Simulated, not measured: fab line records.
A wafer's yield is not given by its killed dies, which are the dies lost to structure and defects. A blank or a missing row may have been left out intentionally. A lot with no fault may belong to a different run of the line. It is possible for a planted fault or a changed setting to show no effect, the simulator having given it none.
Chamber matching / flow nand harc / NHARC_P_M0_DESCUM_14 on rie diel-02 has 4 sister chambers
The step chemistry O2, time 3 s. 14 wafers are shown with their chamber, then 7 later ones without.

WAFERS PAIRED WITH THEIR CHAMBERS
wafer=L887.1; chamber=3; drypump motor current A (A)=5.8; throttle valve pct (%)=11.315; rf vpp V (V)=57.5
wafer=L887.4; chamber=2; drypump motor current A (A)=5.4; throttle valve pct (%)=11.304; rf vpp V (V)=57.0
wafer=L887.5; chamber=3; drypump motor current A (A)=5.8; throttle valve pct (%)=11.299; rf vpp V (V)=55.7
wafer=L891.2; chamber=1; drypump motor current A (A)=6.2; throttle valve pct (%)=11.310; rf vpp V (V)=56.1
wafer=L891.3; chamber=3; drypump motor current A (A)=5.9; throttle valve pct (%)=11.325; rf vpp V (V)=56.7
wafer=L891.5; chamber=0; drypump motor current A (A)=5.7; throttle valve pct (%)=11.317; rf vpp V (V)=56.1
wafer=L892.1; chamber=0; drypump motor current A (A)=5.7; throttle valve pct (%)=11.315; rf vpp V (V)=57.8
wafer=L892.4; chamber=2; drypump motor current A (A)=5.4; throttle valve pct (%)=11.304; rf vpp V (V)=58.0
wafer=L892.5; chamber=2; drypump motor current A (A)=5.4; throttle valve pct (%)=11.298; rf vpp V (V)=57.5
wafer=L890.1; chamber=0; drypump motor current A (A)=5.7; throttle valve pct (%)=11.317; rf vpp V (V)=57.7
wafer=L890.2; chamber=3; drypump motor current A (A)=5.9; throttle valve pct (%)=11.318; rf vpp V (V)=58.1
wafer=L890.6; chamber=0; drypump motor current A (A)=5.7; throttle valve pct (%)=11.313; rf vpp V (V)=55.0
wafer=L902.1; chamber=3; drypump motor current A (A)=5.8; throttle valve pct (%)=11.321; rf vpp V (V)=58.8
wafer=L902.2; chamber=1; drypump motor current A (A)=6.2; throttle valve pct (%)=11.323; rf vpp V (V)=57.6

SIGNATURES (means of the wafers above)
reading=drypump motor current A; chamber 0=5.700; chamber 1=6.200; chamber 2=5.400; chamber 3=5.840; scatter within a chamber=0.0346
reading=throttle valve pct; chamber 0=11.31550; chamber 1=11.31650; chamber 2=11.30200; chamber 3=11.31560; scatter within a chamber=0.0072
reading=rf vpp V; chamber 0=56.650; chamber 1=56.850; chamber 2=57.500; chamber 3=57.360; scatter within a chamber=1.14
Rule: a wafer lies at a distance from a chamber equal to the root of the sum of squares, over the readings, of (its reading less the chamber's mean, divided by the reading's scatter). If the next closest chamber is less than 2 further off than the closest, the wafer can't be placed; otherwise it belongs to the closest. The scatter: take each reading less its chamber's mean, square it, sum over the shown wafers, divide by the number of wafers less the number of chambers, and take the root.

WAFERS WITH NO CHAMBER GIVEN
wafer=L902.5; drypump motor current A (A)=5.4; throttle valve pct (%)=11.326; rf vpp V (V)=57.1
wafer=L904.2; drypump motor current A (A)=6.2; throttle valve pct (%)=11.290; rf vpp V (V)=55.4
wafer=L904.3; drypump motor current A (A)=5.9; throttle valve pct (%)=11.318; rf vpp V (V)=56.5
wafer=L904.4; drypump motor current A (A)=5.5; throttle valve pct (%)=11.312; rf vpp V (V)=57.2
wafer=L906.1; drypump motor current A (A)=6.2; throttle valve pct (%)=11.286; rf vpp V (V)=58.2
wafer=L906.5; drypump motor current A (A)=5.9; throttle valve pct (%)=11.319; rf vpp V (V)=58.5
wafer=L906.6; drypump motor current A (A)=5.7; throttle valve pct (%)=11.302; rf vpp V (V)=55.9

THE CHAMBER EACH PASSED THROUGH
wafer=L902.5; from the rows above=2; in truth=2
wafer=L904.2; from the rows above=1; in truth=1
wafer=L904.3; from the rows above=3; in truth=3
wafer=L904.4; from the rows above=2; in truth=2
wafer=L906.1; from the rows above=1; in truth=1
wafer=L906.5; from the rows above=3; in truth=3
wafer=L906.6; from the rows above=0; in truth=0
Correctly placed: 7 of 7. Not placeable from these rows: 0. Number placed wrongly: 0.
